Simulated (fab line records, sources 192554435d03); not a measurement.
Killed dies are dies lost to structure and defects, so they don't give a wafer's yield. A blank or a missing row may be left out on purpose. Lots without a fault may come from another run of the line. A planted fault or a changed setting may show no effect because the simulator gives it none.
A struck lot beside a sound one | flow n5_finfet | 40 steps out of a route of 1938
Sound: wafers L309.2, L309.4, L309.6. Struck: wafers L297.2, L297.3, L297.5. The cause comes at the end.
At each step with rows: each side's tool, then ch and its chambers, then its first start. Under that, the readings that differ: sound wafers | struck wafers | difference of the means | sigmas: that difference in standard deviations of wafers without a fault.
alike: readings whose means differ by less than 2 such deviations, and words and numbers that are the same on both sides. not compared: withheld readings, readings that some wafer has no value for, bounds like >300 that may hide the same value, and numbers for which the record gives no deviation and whose values overlap.
The two part at a step that has a row with sigmas, a row that says differs or no value, or rows on one side only. Numbers that don't overlap but have no deviation are shown without sigmas and don't part them. A reading that every wafer of one side lacks parts them only if that side has two wafers or more.

first, 10 steps without rows for these wafers: N5_MOL_CONTACT_COAG_CO_FILL_22 (material Co, precursor CCTBA/H2, target thk 20 nm); N5_MOL_CONTACT_COAG_ANNEAL_113 (time 300 s); N5_MOL_CONTACT_COAG_PRE_CLEAN_142 (time 60 s); N5_MOL_CONTACT_COAG_SPUTTER_130 (material Co, target thk 47.5 nm); N5_MOL_CONTACT_COAG_PRECLEAN_125 (cleans in DIW, time 57.5 s); N5_MOL_CONTACT_COAG_SRD_126 (dry time 32 s); N5_MOL_CONTACT_COAG_CMP_23 (polishes, stops on SiO2, t overpolish 1.5 s, target thk 0 nm); N5_MOL_CONTACT_COAG_WET_ETCH_26 (target Co, target depth 13 nm); N5_MOL_CONTACT_COAG_WET_ETCH_116 (etches the open film in SC1-inhibited, target depth 4.6 nm, rinse time 30 s); N5_MOL_CONTACT_COAG_ALD_27 (deposits SiOC, target thk 17 nm, pulse time 1.5 s, time 2720 s).
N5_MOL_CONTACT_COAG_CMP_28: polishes, stops on SiNx, t overpolish 0.85 s, target thk 14.522 nm.
  sound on cmp-04 ch 2,3, day 10 12:20; struck on cmp-04 ch 0,2,3, day 7 18:13
  no value came back on the struck wafers for any of 6 readings (edge_zone_pressure_frac, head_pressure_psi (psi) and others); on the sound wafers edge_zone_pressure_frac reads 0.995 0.999 1.005
  reading                                           | sound          | struck         | difference | sigmas
  model.SiOC_of_MOL_CONTACT_COAG_ALD_27.thk_nm (nm) | 13.4 11.8 12.8 | 17.2 17 17.2   | +4.5       |
  model.SiNx_of_GATE_CUT_SAC_CAP_01.thk_nm (nm)     | 18.2 18.2 18   | 18.6 18.4 18.4 | +0.3       |
then, 23 steps without rows for these wafers: N5_MOL_CONTACT_COAG_ALD_123 (deposits SiNx, target thk 5 nm, pulse time 1 s, purge time 2 s); N5_MOL_CONTACT_COAG_PECVD_31 (deposits SiO2 from TEOS/O2, target thk 46 nm, time 8.9 s); N5_MOL_CONTACT_COAG_COAT_75 (time 60 s, resist thk 60 nm); N5_MOL_CONTACT_COAG_COAT_76 (time 60 s, resist thk 10 nm); N5_MOL_CONTACT_COAG_COAT_77 (time 60 s, resist thk 10 nm); N5_MOL_CONTACT_COAG_COAT_78 (resist thk 40 nm); N5_MOL_CONTACT_COAG_EBR_80; N5_MOL_CONTACT_COAG_SOFTBAKE_79 (time 60 s); N5_MOL_CONTACT_COAG_EXPOSE_81 (exposes mask VG, defocus 0 nm); N5_MOL_CONTACT_COAG_PEB_82 (peb time 60 s); N5_MOL_CONTACT_COAG_DEVELOP_83 (develop time 30 s); N5_MOL_CONTACT_COAG_DESCUM_88 (chemistry O2, time 7 s); N5_MOL_CONTACT_COAG_ETCH_89 (etches underlayer in N2/H2, target depth 13 nm, time 10.4 s); N5_MOL_CONTACT_COAG_ETCH_90 (etches SiARC in CF4, target depth 13 nm, time 21.7 s); N5_MOL_CONTACT_COAG_ALD_131 (deposits SiO2, target thk 5 nm, pulse time 1 s, co reactant pulse time 1 s); N5_MOL_CONTACT_COAG_ETCHBACK_132 (etches SiO2 in CHF3, target depth 10 nm, time 6.7 s); N5_MOL_CONTACT_COAG_ETCH_91 (etches SOC in N2/H2, target depth 60 nm, overetch 21 nm, time 101.2 s); N5_MOL_CONTACT_COAG_STRIP_92 (strips in N2/H2); N5_MOL_CONTACT_COAG_STRIP_93 (strips in N2/H2); N5_MOL_CONTACT_COAG_ETCHBACK_135 (etches SiO2 in CHF3, target depth 25 nm, time 16.7 s); N5_MOL_CONTACT_COAG_STRIP_118 (strips in CHF3); N5_MOL_CONTACT_COAG_VIA_ETCH_46 (etches SiO2 in C4F6/O2, target depth 46 nm, overetch 9.2 nm, time 40 s); N5_MOL_CONTACT_COAG_STRIP_96 (strips in N2/H2).
N5_MOL_CONTACT_COAG_ETCH_47: etches SiNx in CH3F/O2, stops on W, target depth 27 nm.
  sound on rie_diel-02 ch 0,2, day 10 14:35; struck on rie_diel-05 ch 0,2, day 7 20:29
  reading                                      | sound             | struck            | difference | sigmas
  showerhead_plenum_p_Torr (Torr)              | 2.07 2.06 2.07    | 1.96 1.94 1.94    | -0.12      | -2
  model.MOL_CONTACT_COAG.feature_depth_nm (nm) | 18.8 18.8 18.4    | 19 19 19          | +0         |
  model.etch.depth_nm (nm)                     | 18.22 18.21 17.92 | 18.51 18.38 18.32 | +0.29      |
  alike: CH3F_flow_sccm, drypump_motor_current_A, etch_rf_on_time_s, oes_product_au, rf_vpp_V, throttle_valve_pct
  not compared: rf_hours_counter_h
then, 1 step without rows for these wafers: N5_MOL_CONTACT_COAG_STRIP_119 (strips in N2/H2, time 30 s).
N5_MOL_CONTACT_COAG_ETCH_124: etches SiNx in CH3F/O2, stops on SiOC, target depth 6.5 nm.
  sound on rie_diel-02 ch 0,3, day 10 15:59; struck on rie_diel-05 ch 0,3, day 7 21:47
  reading                                           | sound          | struck       | difference | sigmas
  model.SiOC_of_MOL_CONTACT_COAG_ALD_27.thk_nm (nm) | 13.4 11.8 12.8 | 17.2 17 17.2 | +4.5       |
  alike: CH3F_flow_sccm, drypump_motor_current_A, oes_product_au, rf_vpp_V, showerhead_plenum_p_Torr, throttle_valve_pct
  not compared: rf_hours_counter_h
N5_MOL_CONTACT_COAG_ETCH_48: etches SiOC in C4F6/O2, target depth 15 nm, overetch 4.5 nm, time 17 s.
  sound on rie_diel-02 ch 0,3, day 10 16:02; struck on rie_diel-05 ch 0,3, day 7 21:50
  reading                  | sound             | struck            | difference | sigmas
  oes_product_au (a.u.)    | 0.74 0.52 0.72    | 1.03 1.16 1.03    | +0.41      | +6
  model.etch.depth_nm (nm) | 13.41 11.79 12.73 | 17.17 16.95 17.18 | +4.46      |
  alike: drypump_motor_current_A, rf_vpp_V, showerhead_plenum_p_Torr, throttle_valve_pct
  not compared: rf_hours_counter_h
N5_BEOL_M4_RC_MEAS_101:
  the record has rows for the sound wafers here (prober-01 ch 0, day 14 05:59) and none for the struck ones
-- the record jumps here: 8 days lie between the struck wafers' starts before and after (it left off in module BEOL_M4 and takes up again in module PASSIVATION, whose first step shown is number 1936 of the route) --
N5_PASSIVATION_PROBE_49:
  the record has rows for the struck wafers here (prober-01, day 15 15:38) and none for the sound ones

WHERE THEY PART
First at N5_MOL_CONTACT_COAG_CMP_28; last, within this record, at N5_PASSIVATION_PROBE_49.

WHY: what the simulator had put in
Skipped step whole: cmp-04, from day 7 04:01 on, at N5_MOL_CONTACT_COAG_CMP_28. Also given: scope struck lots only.
